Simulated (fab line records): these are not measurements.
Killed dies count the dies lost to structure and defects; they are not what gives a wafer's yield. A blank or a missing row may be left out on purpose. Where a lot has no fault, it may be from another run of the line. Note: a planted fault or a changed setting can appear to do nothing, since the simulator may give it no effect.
fab line records | flow nandHarc
record lots=6 | wafers=18 | lastDay=23
route steps=1159 shown A_CONTACT@892 END@1159
lots with no fault: from the same line, run without faults
startH: start of the lot's first displayed wafer, in hours after the record's first day | waitH: hours since the lot's step before | " same as the row above | L1.1+2: a single row standing in for several wafers | - no value, or no start given | * or withheld: withheld | < > ~ a bound
route shown NAME@n: names a module that has steps shown in the file, with the first one's number in the route | usual: mean/standard deviation taken from wafers without a fault | same: alike in all rows | chamber/n: place in a boat | sites: per-site readings | _std_site: standard deviation of those values | _edge_site: the outer-site mean with the inner-site mean subtracted | radiusMm: how far each site lies from the wafer's centre | mask NAME#n: copy n | behind: the most recent tool/chamber to have shaped the wafer | hold: what put the lot on hold/how long, in hours/how the hold closed | device: the n, p or np transistor that did not switch | end of line: the same wafers' tests at the end of the route | step lacking rows: just its recipe | killed: at the first sort, the dies lost to defects and structure; wafer yield is something else | map: per-die view of a wafer (x killed, . not killed, _ where there is no die)
set.NAME: the setting the step ran with; set.NAME@STEP: the setting that earlier step ran with | model.NAME: the simulator's own value behind a step, which no gauge read
a table for each step, a row for each wafer; lots at some steps of the route
services: from which hour (startH, from the record's first day; less than 0 if before it) a tool's chamber was out of use, for how many hours, and why
## steps
# step NHARC_A_CONTACT_EBR_65
# step NHARC_A_CONTACT_EXPOSE_66
# recipe na=1.35 | sigmaOuter=0.8 | doseMj=59.02 | maskId=A_CC_2
# step NHARC_A_CONTACT_PEB_67
# recipe pebTempC=100 | pebTimeS=65
# step NHARC_A_CONTACT_DEVELOP_68
# recipe developTimeS=35 | devTempC=23
# step NHARC_A_CONTACT_CD_MEAS_69
# recipe targetCdNm=200 | landingEnergyEv=500
# usual cdNm=200.1/0.67
lot.wafer | tool     | chamber | startH | waitH | cdNm
L109.1    | cdSem-02 | 0       | 377.40 | -     | 200.1
L109.4    | "        | 0       | "      | "     | 201.0
L109.6    | "        | 0       | "      | "     | 201.6
L110.1    | cdSem-03 | 0       | 382.62 | -     | 199.6
L110.5    | "        | 0       | "      | "     | 200.3
L110.6    | "        | 0       | "      | "     | 199.5
L117.2    | cdSem-02 | 0       | 431.15 | -     | 201.1
L117.3    | "        | 0       | "      | "     | 199.9
L117.6    | "        | 0       | "      | "     | 201.6
L121.1    | cdSem-02 | 0       | 445.29 | -     | 199.7
L121.4    | "        | 0       | "      | "     | 200.7
L121.6    | "        | 0       | "      | "     | 199.7
L124.2    | cdSem-02 | 0       | 471.67 | -     | 199.7
L124.5    | "        | 0       | "      | "     | 200.1
L124.6    | "        | 0       | "      | "     | 199.6
L129.1    | cdSem-01 | 0       | 485.21 | -     | 199.0
L129.2    | "        | 0       | "      | "     | 200.6
L129.3    | "        | 0       | "      | "     | 200.3
# step NHARC_A_CONTACT_OVL_MEAS_70
# usual overlayXNm=-0.2/0.92 | overlayYNm=0.1/0.84
lot.wafer | tool       | chamber | startH | waitH | overlayXNm | overlayYNm
L109.1    | overlay-01 | -       | 377.51 | -     | -2.3       | 0.3
L109.4    | "          | -       | "      | "     | -2.7       | 0.0
L109.6    | "          | -       | "      | "     | -2.5       | 0.2
L110.1    | overlay-02 | -       | 382.70 | -     | 0.1        | -0.3
L110.5    | "          | -       | "      | "     | 0.2        | 0.2
L110.6    | "          | -       | "      | "     | 0.1        | -0.1
L117.2    | overlay-02 | -       | 431.24 | -     | -0.5       | 1.1
L117.3    | "          | -       | "      | "     | -0.1       | 1.4
L117.6    | "          | -       | "      | "     | 0.0        | 1.0
L121.1    | overlay-02 | -       | 445.38 | -     | -1.8       | 1.6
L121.4    | "          | -       | "      | "     | -2.8       | 0.9
L121.6    | "          | -       | "      | "     | -1.6       | 1.4
L124.2    | overlay-01 | -       | 471.75 | -     | 0.5        | -0.1
L124.5    | "          | -       | "      | "     | 0.1        | 0.2
L124.6    | "          | -       | "      | "     | -0.1       | -0.1
L129.1    | overlay-02 | -       | 485.30 | -     | -0.4       | 1.3
L129.2    | "          | -       | "      | "     | 0.0        | 1.4
L129.3    | "          | -       | "      | "     | -0.6       | 0.6
# step NHARC_A_CONTACT_INSPECT_71
# usual rawDefectCount=27/13
lot.wafer | tool             | chamber | startH | waitH | rawDefectCount
L109.1    | defectInspect-01 | -       | 377.54 | 0.0   | 22
L109.4    | "                | -       | "      | "     | 23
L109.6    | "                | -       | "      | "     | 11
L110.1    | defectInspect-01 | -       | 382.76 | 0.1   | 23
L110.5    | "                | -       | "      | "     | 27
L110.6    | "                | -       | "      | "     | 26
L117.2    | defectInspect-02 | -       | 431.27 | 0.0   | 42
L117.3    | "                | -       | "      | "     | 40
L117.6    | "                | -       | "      | "     | 40
L121.1    | defectInspect-02 | -       | 445.41 | 0.0   | 19
L121.4    | "                | -       | "      | "     | 29
L121.6    | "                | -       | "      | "     | 27
L124.2    | defectInspect-01 | -       | 471.79 | 0.0   | 46
L124.5    | "                | -       | "      | "     | 45
L124.6    | "                | -       | "      | "     | 51
L129.1    | defectInspect-01 | -       | 485.34 | 0.0   | 34
L129.2    | "                | -       | "      | "     | 28
L129.3    | "                | -       | "      | "     | 26
# step NHARC_A_CONTACT_DESCUM_74
# recipe timeS=3 | o2FlowSccm=200 | arFlowSccm=0 | biasPowerW=0 | chemistry=O2
# step NHARC_A_CONTACT_ETCH_75
# recipe targetDepthA=390 | overEtchFrac=0.3 | timeS=65 | ionEnergyEv=80 | cf4FlowSccm=150 | arFlowSccm=0 | rfW=300 | biasW=100 | chemistry=CF4
# usual drypumpMotorCurrentA=5.9/0.62 | oesProductAu=0.999/0.016 | rfVppV=151.2/1.3 | showerheadPlenumPTorr=1.76/0.078 | throttleValvePct=13.285/0.0095
lot.wafer | tool       | chamber | startH | waitH | drypumpMotorCurrentA | oesProductAu | rfHoursCounterH | rfVppV | showerheadPlenumPTorr | throttleValvePct
L109.1    | rieDiel-12 | 3       | 377.70 | 0.1   | 5.9                  | 1.013        | 60              | 149.2  | 1.66                  | 13.281
L109.4    | "          | 0       | "      | "     | 5.1                  | 0.993        | 61              | 152.3  | 1.89                  | 13.293
L109.6    | "          | 2       | "      | "     | 6.2                  | 0.995        | -               | 149.8  | 1.65                  | 13.287
L110.1    | rieDiel-11 | 3       | 383.05 | 0.1   | 6.3                  | 1.005        | 2               | 150.7  | 1.73                  | 13.289
L110.5    | "          | 3       | "      | "     | 6.3                  | 1.003        | -               | 152.0  | 1.73                  | 13.297
L110.6    | "          | 0       | "      | "     | 5.9                  | 0.976        | -               | 151.0  | 1.87                  | 13.284
L117.2    | rieDiel-12 | 1       | 431.42 | 0.1   | 6.0                  | 1.004        | 15              | 150.3  | 1.70                  | 13.271
L117.3    | "          | 2       | "      | "     | 6.2                  | 1.007        | 14              | 150.5  | 1.65                  | 13.288
L117.6    | "          | 1       | "      | "     | 6.0                  | 1.011        | -               | 150.6  | 1.70                  | 13.278
L121.1    | rieDiel-11 | 0       | 445.57 | 0.1   | 6.0                  | 0.981        | 14              | 153.7  | 1.86                  | 13.269
L121.4    | "          | 2       | "      | "     | 4.8                  | 0.978        | 14              | 151.6  | 1.71                  | 13.286
L121.6    | "          | 0       | "      | "     | 5.9                  | 0.992        | -               | 152.4  | 1.86                  | 13.289
L124.2    | rieDiel-11 | 3       | 471.95 | 0.1   | 6.3                  | 1.012        | 19              | 149.4  | 1.72                  | 13.279
L124.5    | "          | 0       | "      | "     | 5.9                  | 0.988        | -               | 152.1  | 1.86                  | 13.271
L124.6    | "          | 1       | "      | "     | 6.6                  | 0.991        | -               | 151.4  | 1.77                  | 13.279
L129.1    | rieDiel-11 | 2       | 485.74 | 0.3   | 4.8                  | 0.970        | 22              | 149.3  | 1.71                  | 13.270
L129.3    | "          | 3       | "      | "     | 6.3                  | 1.020        | 22              | 151.7  | 1.72                  | 13.288
L129.2    | "          | 0       | "      | "     | 5.9                  | 0.989        | 23              | 153.4  | 1.86                  | 13.280
# step NHARC_A_CONTACT_ETCH_76
# recipe targetDepthA=2600 | overEtchFrac=0.3 | timeS=475.3 | ionEnergyEv=200 | n2FlowSccm=150 | h2FlowSccm=150 | arFlowSccm=0 | rfW=400 | biasW=150 | chemistry=N2/H2
# step NHARC_A_CONTACT_ETCH_77
# recipe targetDepthA=726 | timeS=36.3 | cf4FlowSccm=100 | chf3FlowSccm=30 | arFlowSccm=0 | rfW=500 | biasW=200 | chemistry=CF4/CHF3
# step NHARC_A_CONTACT_ETCH_78
# recipe targetDepthA=28000 | overEtchFrac=0.3 | timeS=728 | ionEnergyEv=150 | o2FlowSccm=400 | cosFlowSccm=20 | arFlowSccm=0 | rfW=500 | biasW=300 | chemistry=O2/COS
# step NHARC_A_CONTACT_ETCH_124
# recipe sourceW=withheld | pressureMtorr=20 | biasV=withheld | timeS=140 | targetDepthA=7000 | arFlowSccm=withheld | c4f8FlowSccm=withheld | o2FlowSccm=withheld | chemistry=C4F8/O2/Ar
lot.wafer | tool          | chamber | startH | waitH | rfHoursCounterH
L109.1    | harCapEtch-01 | 1       | 380.15 | -     | 57
L109.4    | "             | 0       | "      | "     | -
L109.6    | "             | 0       | "      | "     | -
L110.1    | harCapEtch-01 | 0       | 384.25 | -     | 59
L110.5    | "             | 0       | "      | "     | -
L110.6    | "             | 1       | "      | "     | -
L117.2    | harCapEtch-02 | 1       | 432.55 | -     | 20
L117.3    | "             | 1       | "      | "     | -
L117.6    | "             | 0       | "      | "     | -
L121.1    | harCapEtch-01 | 0       | 446.62 | -     | 70
L121.4    | "             | 1       | "      | "     | -
L121.6    | "             | 0       | "      | "     | -
L124.2    | harCapEtch-01 | 0       | 473.02 | -     | 74
L124.6    | "             | 1       | "      | "     | -
L124.5    | "             | 0       | "      | "     | -
L129.2    | harCapEtch-01 | 1       | 487.10 | -     | 78
L129.1    | "             | 0       | "      | "     | 78
L129.3    | "             | 1       | "      | "     | -
# step NHARC_A_CONTACT_ETCH_125
# recipe sourceW=withheld | pressureMtorr=20 | biasV=1200 | timeS=155 | targetDepthA=9560 | arFlowSccm=withheld | c4f8FlowSccm=withheld | o2FlowSccm=withheld | chemistry=C4F8/O2/Ar
# step NHARC_A_CONTACT_ETCH_126
# recipe sourceW=withheld | pressureMtorr=20 | biasV=1200 | timeS=155 | targetDepthA=9560 | arFlowSccm=withheld | c4f8FlowSccm=withheld | o2FlowSccm=withheld | chemistry=C4F8/O2/Ar
# step NHARC_A_CONTACT_ETCH_127
# recipe sourceW=withheld | pressureMtorr=20 | biasV=1200 | timeS=155 | targetDepthA=9560 | arFlowSccm=withheld | c4f8FlowSccm=withheld | o2FlowSccm=withheld | chemistry=C4F8/O2/Ar
lot.wafer | tool          | chamber | startH | waitH | rfHoursCounterH
L109.1    | harCapEtch-01 | 1       | 380.63 | 0.1   | 58
L109.4    | "             | 0       | "      | "     | -
L109.6    | "             | 0       | "      | "     | -
L110.1    | harCapEtch-01 | 0       | 384.73 | 0.1   | 59
L110.5    | "             | 0       | "      | "     | -
L110.6    | "             | 1       | "      | "     | -
L117.2    | harCapEtch-02 | 1       | 433.18 | 0.2   | 21
L117.3    | "             | 1       | "      | "     | -
L117.6    | "             | 0       | "      | "     | -
L121.1    | harCapEtch-01 | 0       | 447.10 | 0.1   | 71
L121.4    | "             | 1       | "      | "     | -
L121.6    | "             | 0       | "      | "     | -
L124.2    | harCapEtch-01 | 0       | 473.50 | 0.1   | 75
L124.6    | "             | 1       | "      | "     | -
L124.5    | "             | 0       | "      | "     | -
L129.2    | harCapEtch-01 | 1       | 487.58 | 0.1   | 78
L129.1    | "             | 0       | "      | "     | 78
L129.3    | "             | 1       | "      | "     | -
# step NHARC_A_CONTACT_ETCH_128
# recipe sourceW=withheld | pressureMtorr=20 | biasV=1200 | timeS=155 | targetDepthA=9560 | arFlowSccm=withheld | c4f8FlowSccm=withheld | o2FlowSccm=withheld | chemistry=C4F8/O2/Ar
# step NHARC_A_CONTACT_ETCH_129
# recipe sourceW=withheld | pressureMtorr=20 | biasV=1200 | timeS=155 | targetDepthA=9560 | arFlowSccm=withheld | c4f8FlowSccm=withheld | o2FlowSccm=withheld | chemistry=C4F8/O2/Ar
# step NHARC_A_CONTACT_ETCH_130
# recipe sourceW=withheld | pressureMtorr=20 | biasV=1200 | timeS=155 | targetDepthA=9560 | arFlowSccm=withheld | c4f8FlowSccm=withheld | o2FlowSccm=withheld | chemistry=C4F8/O2/Ar
lot.wafer | tool          | chamber | startH | waitH | rfHoursCounterH
L109.1    | harCapEtch-01 | 1       | 381.06 | 0.1   | 58
L109.4    | "             | 0       | "      | "     | -
L109.6    | "             | 0       | "      | "     | -
L110.1    | harCapEtch-01 | 0       | 385.16 | 0.1   | 59
L110.5    | "             | 0       | "      | "     | -
L110.6    | "             | 1       | "      | "     | -
L117.2    | harCapEtch-02 | 1       | 433.75 | 0.2   | 21
L117.3    | "             | 1       | "      | "     | -
L117.6    | "             | 0       | "      | "     | -
L121.1    | harCapEtch-01 | 0       | 447.52 | 0.1   | 71
L121.4    | "             | 1       | "      | "     | -
L121.6    | "             | 0       | "      | "     | -
L124.2    | harCapEtch-01 | 0       | 473.92 | 0.1   | 75
L124.6    | "             | 1       | "      | "     | -
L124.5    | "             | 0       | "      | "     | -
L129.2    | harCapEtch-01 | 1       | 488.00 | 0.1   | 78
L129.1    | "             | 0       | "      | "     | 78
L129.3    | "             | 1       | "      | "     | -
# step NHARC_A_CONTACT_ETCH_131
# recipe sourceW=withheld | pressureMtorr=20 | biasV=1200 | timeS=155 | targetDepthA=9560 | arFlowSccm=withheld | c4f8FlowSccm=withheld | o2FlowSccm=withheld | chemistry=C4F8/O2/Ar
# step NHARC_A_CONTACT_ETCH_132
# recipe sourceW=withheld | pressureMtorr=20 | biasV=1200 | timeS=156 | targetDepthA=9580 | arFlowSccm=withheld | c4f8FlowSccm=withheld | o2FlowSccm=withheld | chemistry=C4F8/O2/Ar
lot.wafer | tool          | chamber | startH | waitH | rfHoursCounterH
L109.1    | harCapEtch-01 | 1       | 381.35 | 0.1   | 58
L109.4    | "             | 0       | "      | "     | -
L109.6    | "             | 0       | "      | "     | -
L110.1    | harCapEtch-01 | 0       | 385.44 | 0.1   | 60
L110.5    | "             | 0       | "      | "     | -
L110.6    | "             | 1       | "      | "     | -
L117.2    | harCapEtch-02 | 1       | 434.12 | 0.2   | 21
L117.3    | "             | 1       | "      | "     | -
L117.6    | "             | 0       | "      | "     | -
L121.1    | harCapEtch-01 | 0       | 447.80 | 0.1   | 71
L121.4    | "             | 1       | "      | "     | -
L121.6    | "             | 0       | "      | "     | -
L124.2    | harCapEtch-01 | 0       | 474.20 | 0.1   | 75
L124.6    | "             | 1       | "      | "     | -
L124.5    | "             | 0       | "      | "     | -
L129.2    | harCapEtch-01 | 1       | 488.33 | 0.2   | 79
L129.1    | "             | 0       | "      | "     | 79
L129.3    | "             | 1       | "      | "     | -
# step NHARC_A_CONTACT_ETCH_133
# recipe sourceW=withheld | pressureMtorr=20 | biasV=400 | timeS=195 | targetDepthA=8400 | arFlowSccm=withheld | c4f8FlowSccm=11.5 | o2FlowSccm=7.2 | chemistry=C4F8/O2/Ar
# step NHARC_A_CONTACT_ETCH_91
# recipe targetDepthA=400 | overEtchFrac=0.5 | timeS=85.7 | ionEnergyEv=120 | ch3fFlowSccm=50 | o2FlowSccm=30 | arFlowSccm=200 | rfW=500 | biasW=100 | chemistry=CH3F/O2
# step NHARC_A_CONTACT_ETCH_97
# recipe targetDepthA=200 | overEtchFrac=0.5 | timeS=10 | ionEnergyEv=250 | c4f6FlowSccm=25 | o2FlowSccm=20 | arFlowSccm=500 | rfW=600 | biasW=500 | chemistry=C4F6/O2
# usual drypumpMotorCurrentA=5.9/0.6 | o2FlowSccm=20.01/0.056 | oesProductAu=0.953/0.02 | rfVppV=547/3.7 | showerheadPlenumPTorr=3.93/0.17 | throttleValvePct=26.902/0.0087
lot.wafer | tool       | chamber | startH | waitH | drypumpMotorCurrentA | o2FlowSccm | oesProductAu | rfHoursCounterH | rfVppV | showerheadPlenumPTorr | throttleValvePct
L109.4    | rieDiel-11 | 1       | -      | -     | 6.6                  | 19.99      | 0.992        | 1               | 547    | 3.95                  | 26.894
L109.1    | "          | 2       | "      | "     | 4.8                  | 20.07      | 0.974        | 1               | 545    | 3.81                  | 26.892
L109.6    | "          | 0       | "      | "     | 5.9                  | 20.00      | 0.994        | -               | 550    | 4.13                  | 26.892
L110.1    | rieDiel-11 | 1       | -      | -     | 6.6                  | 19.95      | 0.965        | 3               | 549    | 3.94                  | 26.901
L110.6    | "          | 3       | "      | "     | 6.3                  | 20.02      | 0.976        | -               | 545    | 3.83                  | 26.896
L110.5    | "          | 0       | "      | "     | 5.9                  | 19.97      | 0.947        | -               | 550    | 4.13                  | 26.893
L117.3    | rieDiel-13 | 2       | -      | -     | 6.5                  | 19.96      | 0.960        | 57              | 540    | 3.64                  | 26.904
L117.2    | "          | 0       | "      | "     | 5.5                  | 20.02      | 0.962        | 62              | 553    | 4.15                  | 26.904
L117.6    | "          | 3       | "      | "     | 6.3                  | 19.96      | 0.958        | -               | 551    | 4.04                  | 26.886
L121.4    | rieDiel-11 | 2       | -      | -     | 4.8                  | 19.97      | 0.926        | 15              | 544    | 3.80                  | 26.901
L121.1    | "          | 3       | "      | "     | 6.3                  | 20.05      | 0.952        | 14              | 544    | 3.83                  | 26.907
L121.6    | "          | 3       | "      | "     | 6.3                  | 20.02      | 0.955        | -               | 545    | 3.83                  | 26.886
L124.2    | rieDiel-11 | 3       | -      | -     | 6.3                  | 19.99      | 0.955        | 19              | 545    | 3.83                  | 26.905
L124.6    | "          | 2       | "      | "     | 4.8                  | 20.04      | 0.927        | -               | 545    | 3.80                  | 26.904
L124.5    | "          | 3       | "      | "     | 6.3                  | 20.07      | 0.954        | -               | 546    | 3.83                  | 26.916
L129.3    | rieDiel-11 | 0       | -      | -     | 5.9                  | 19.98      | 0.942        | 25              | 553    | 4.12                  | 26.917
L129.2    | "          | 1       | "      | "     | 6.6                  | 20.02      | 0.966        | 25              | 547    | 3.93                  | 26.901
L129.1    | "          | 3       | "      | "     | 6.3                  | 19.94      | 0.993        | 23              | 545    | 3.82                  | 26.889
# step NHARC_A_CONTACT_CD_MEAS_80
# usual cdNm=189.9/0.88
lot.wafer | tool     | chamber | startH | waitH | cdNm
L109.1    | cdSem-02 | -       | 382.28 | -     | 189.9
L109.4    | "        | -       | "      | "     | 190.8
L109.6    | "        | -       | "      | "     | 192.0
L110.1    | cdSem-02 | -       | 386.37 | -     | 190.8
L110.5    | "        | -       | "      | "     | 190.2
L110.6    | "        | -       | "      | "     | 190.7
L117.2    | cdSem-01 | -       | 435.16 | -     | 188.3
L117.3    | "        | -       | "      | "     | 188.4
L117.6    | "        | -       | "      | "     | 189.1
L121.1    | cdSem-02 | -       | 448.73 | -     | 190.6
L121.4    | "        | -       | "      | "     | 188.8
L121.6    | "        | -       | "      | "     | 188.9
L124.2    | cdSem-01 | -       | 475.10 | -     | 191.3
L124.5    | "        | -       | "      | "     | 191.7
L124.6    | "        | -       | "      | "     | 189.0
L129.1    | cdSem-02 | -       | 489.46 | -     | 189.6
L129.2    | "        | -       | "      | "     | 190.2
L129.3    | "        | -       | "      | "     | 189.7
# step NHARC_A_CONTACT_STRIP_103
# recipe n2FlowSccm=150 | h2FlowSccm=150 | arFlowSccm=0 | biasW=0 | chemistry=N2/H2
# step NHARC_A_CONTACT_STRIP_104
# recipe cf4FlowSccm=100 | chf3FlowSccm=30 | arFlowSccm=0 | biasW=0 | chemistry=CF4/CHF3
# step NHARC_A_CONTACT_STRIP_105
# recipe o2FlowSccm=400 | cosFlowSccm=20 | arFlowSccm=0 | biasW=0 | chemistry=O2/COS
# step NHARC_A_CONTACT_ETCH_106
# recipe targetDepthA=600 | overetchA=60 | timeS=33 | ionEnergyEv=100 | cf4FlowSccm=80 | o2FlowSccm=20 | arFlowSccm=0 | rfW=300 | biasW=100 | chemistry=CF4/O2
# step NHARC_A_CONTACT_STRIP_82
# recipe o2FlowSccm=500 | arFlowSccm=0 | biasW=0 | chemistry=O2
# step NHARC_A_CONTACT_STRIP_83
# recipe timeS=600 | tempC=30 | chemistry=postEtchResidueRemover
# step NHARC_A_CONTACT_DEP_84
# recipe targetThkA=20000 | tempC=400 | material=aC
# step NHARC_A_CONTACT_DEP_85
# recipe targetThkA=500 | targetThkNm=50 | tempC=400 | pressureTorr=3.5 | flowSccm=200 | rfW=350 | material=SiON
# step NHARC_A_CONTACT_DEHYDRATE_00
# recipe tempC=150 | timeS=120
# step NHARC_A_CONTACT_HMDS_01
# recipe timeS=30
# step NHARC_A_CONTACT_COAT_86
# recipe tempC=260 | timeS=75
# step NHARC_A_CONTACT_COAT_87
# recipe tempC=225 | timeS=65
# step NHARC_A_CONTACT_COAT_02
# recipe spinRpm=1500 | resistThkNm=90
# step NHARC_A_CONTACT_SOFTBAKE_03
# recipe tempC=105 | timeS=55
# step NHARC_A_CONTACT_EBR_04
# step NHARC_A_CONTACT_EXPOSE_05
# recipe na=1.35 | sigmaOuter=0.8 | doseMj=84.24 | maskId=A_CC
# step NHARC_A_CONTACT_PEB_06
# recipe pebTempC=100 | pebTimeS=65
# step NHARC_END_SORT_01
# recipe tempC=25
# usual killedAtArray=26/9.7 | killedAtOther=1.0/1.2 | killedAtPeriphery=3.9/2.6 | killedDies=31/9.7 | killedOpen=3.2/1.8 | killedShort=2.0/1.3
# same grossDies=677
lot.wafer | tool      | chamber | startH | waitH | killedAtArray | killedAtOther | killedAtPeriphery | killedDies | killedOpen | killedShort
L124.2    | prober-01 | 0       | 550.71 | 2.8   | 133           | 0             | 0                 | 133        | 2          | 1
L124.5    | prober-01 | 0       | 553.09 | 3.7   | 134           | 0             | 0                 | 134        | 1          | 3
L124.6    | prober-01 | 0       | 553.88 | 4.0   | 113           | 0             | 2                 | 115        | 3          | 2
L129.1    | prober-02 | 0       | 557.86 | 2.5   | 113           | 1             | 2                 | 116        | 0          | 1
L129.2    | prober-02 | 0       | 558.67 | 2.8   | 97            | 0             | 1                 | 98         | 4          | 3
L129.3    | prober-02 | 0       | 559.47 | 3.1   | 96            | 0             | 3                 | 99         | 4          | 0
# killed by level:class
L124.2 A_CONTACT:unspecified=102 A_SLIT:chamberFilmFlake=15 A_CHANNEL_HOLE_D1:chamberFilmFlake=10 A_CONTACT:chamberFilmFlake=3 A_M0:geometricParticle:open=2 A_WL_FILL:geometricParticle:short=1
L124.5 A_CONTACT:unspecified=100 A_CHANNEL_HOLE_D1:chamberFilmFlake=14 A_SLIT:chamberFilmFlake=9 A_STAIRCASE:chamberFilmFlake=3 A_CHANNEL_FILL_D1:geometricParticle:short=2 A_CONTACT:chamberFilmFlake=2 A_CHANNEL_HOLE_D1:geometricParticle:short=1 A_CHANNEL_FILL_D1:geometricParticle:open=1
L124.6 A_CONTACT:unspecified=73 A_SLIT:chamberFilmFlake=17 A_CHANNEL_HOLE_D1:chamberFilmFlake=12 A_CONTACT:chamberFilmFlake=5 P_CONTACT:geometricParticle:open=1 A_WL_FILL:geometricParticle:open=1 A_CONTACT:geometricParticle:short=1 A_CONTACT:geometricParticle:open=1
L129.1 A_CONTACT:unspecified=95 A_CHANNEL_HOLE_D1:chamberFilmFlake=17 P_ZERO_WELL:chamberFilmFlake=2 A_M0:geometricParticle:short=1 THIN_TSV:chamberFilmFlake=1
L129.2 A_CONTACT:unspecified=71 A_CHANNEL_HOLE_D1:chamberFilmFlake=16 A_STAIRCASE:chamberFilmFlake=3 P_M0:geometricParticle:open=1 A_ONON_D1:geometricParticle:short=1 A_SGD_CUT:geometricParticle:open=1 A_CONTACT:geometricParticle:open=1 A_BLC:geometricParticle:open=1
L129.3 A_CONTACT:unspecified=73 A_CHANNEL_HOLE_D1:chamberFilmFlake=19 P_ZERO_WELL:chamberFilmFlake=2 P_CONTACT:geometricParticle:open=1 A_CONTACT:geometricParticle:open=1 A_BLC:geometricParticle:open=1 A_M0:geometricParticle:open=1 A_STAIRCASE:chamberFilmFlake=1
# map L124.5 (x killed, . not)
____________.____________
_________......._________
_______..........._______
______.............______
_____..............._____
____.................____
____.................____
___......x............___
___.x.................___
__.....................__
__.....................__
_......................._
_......x......x........._
_...........x.x.x......._
_............xxxxxx....._
_...........xxxxxxx....._
...........xxxxxxxxx.....
...........xxxxxxxxx.....
x........x.xxxxxxxxx.....
x..........xxxxxxxxxx....
......x....xxxxxxxxx.....
_..........xxxxxxxxx...._
_........xx.xxxxxxxx...._
_...........xxxxxxx....._
_...........xxxxxx.x.x.._
_.........xx.xxxx.x....._
__......x....xxx....x..__
__..........xx..xx.....__
___..............x....___
___............x.x....___
____...........x.....____
____.......x..xx.....____
_____......x........_____
______.....x.......______
_______...xx.xx..._______
_________......._________
____________x____________
# map L129.1 (x killed, . not)
____________.____________
_________......._________
_______..........._______
______.............______
_____..............._____
____.................____
____.................____
___...................___
___...................___
__.....................__
__.....................__
_......................._
_......................._
_............xx.xxxx...._
_...........x.xxx......._
_.........x..xxxxxxx...._
............xxxxxxxx.....
...........xxxxxxxxx.....
............xxxxxxxx.....
...........xxxxxxxxx.....
.........xxxxxxxxxxxx....
_..........xxxxxxxxx...._
_..........xxxxxxxxx...._
_...........xxxxxxxx...._
_...........xxxxxxx.x..._
_............xxxx.x....._
__..........x.xxx......__
__............x.x......__
___..........x.x......___
___.............x.....___
____..............x..____
____...........x.....____
_____..........x...._____
______.............______
_______..........._______
_________.....x._________
____________.____________
## services
tool       | chamber | startH | hours | kind
rieDiel-11 | 0       | 356.30 | 4.6   | repair
rieDiel-11 | -       | 366.64 | 9.0   | pm
rieDiel-11 | 0       | 366.64 | 9.0   | ventCycle
rieDiel-11 | 1       | 366.64 | 9.0   | ventCycle
rieDiel-11 | 2       | 366.64 | 9.0   | ventCycle
rieDiel-11 | 3       | 366.64 | 9.0   | ventCycle
rieDiel-11 | 0       | 375.64 | -     | clean
rieDiel-11 | 1       | 375.64 | -     | clean
rieDiel-11 | 2       | 375.64 | -     | clean
rieDiel-11 | 3       | 375.64 | -     | clean
rieDiel-12 | -       | 379.58 | 9.0   | pm
rieDiel-11 | 0       | 400.14 | -     | clean
rieDiel-11 | 1       | 400.14 | -     | clean
rieDiel-11 | 2       | 400.14 | -     | clean
rieDiel-11 | 3       | 400.14 | -     | clean
rieDiel-12 | 0       | 424.00 | 7.0   | repair
rieDiel-11 | 0       | 424.78 | -     | clean
rieDiel-11 | 1       | 424.78 | -     | clean
rieDiel-11 | 2       | 424.78 | -     | clean
rieDiel-11 | 3       | 424.78 | -     | clean
rieDiel-11 | -       | 432.78 | 0.4   | repair
rieDiel-12 | 1       | 447.06 | 3.3   | repair
rieDiel-11 | 0       | 449.28 | -     | clean
rieDiel-13 | -       | 453.00 | 9.0   | pm
## key
firstSign step=NHARC_END_SORT_01 | reading=killedAtArray | direction=up | sigmas=9.1 | usual=26 | struck=114
effect step=NHARC_END_SORT_01 | reading=killedDies | direction=up | sigmas=8.8 | usual=31 | struck=116
moreKillsBornAt NHARC_A_CONTACT_ETCH_124@harCapEtch-01=501
metAt NHARC_A_CONTACT_ETCH_124
struckWafers L124.2,L124.5,L124.6,L129.1,L129.2,L129.3
testerLeftOut L124,L129
onsetBetween 446.62 473.02
alsoFits time
fault kind=chamberParticleSource | tool=harCapEtch-01 | chamber=- | onsetH=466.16 | steps=NHARC_A_CONTACT_ETCH_124 | ratePerVisitCm2=2.0048 | endH=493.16
# testerLeftOut: of these lots the tester's yield and bins aren't shown, on N5 and GAA mostly nor the transistor test; their killed dies are dies lost to structure and defects alone, not to doping, threshold or leakage, so they don't give the yield
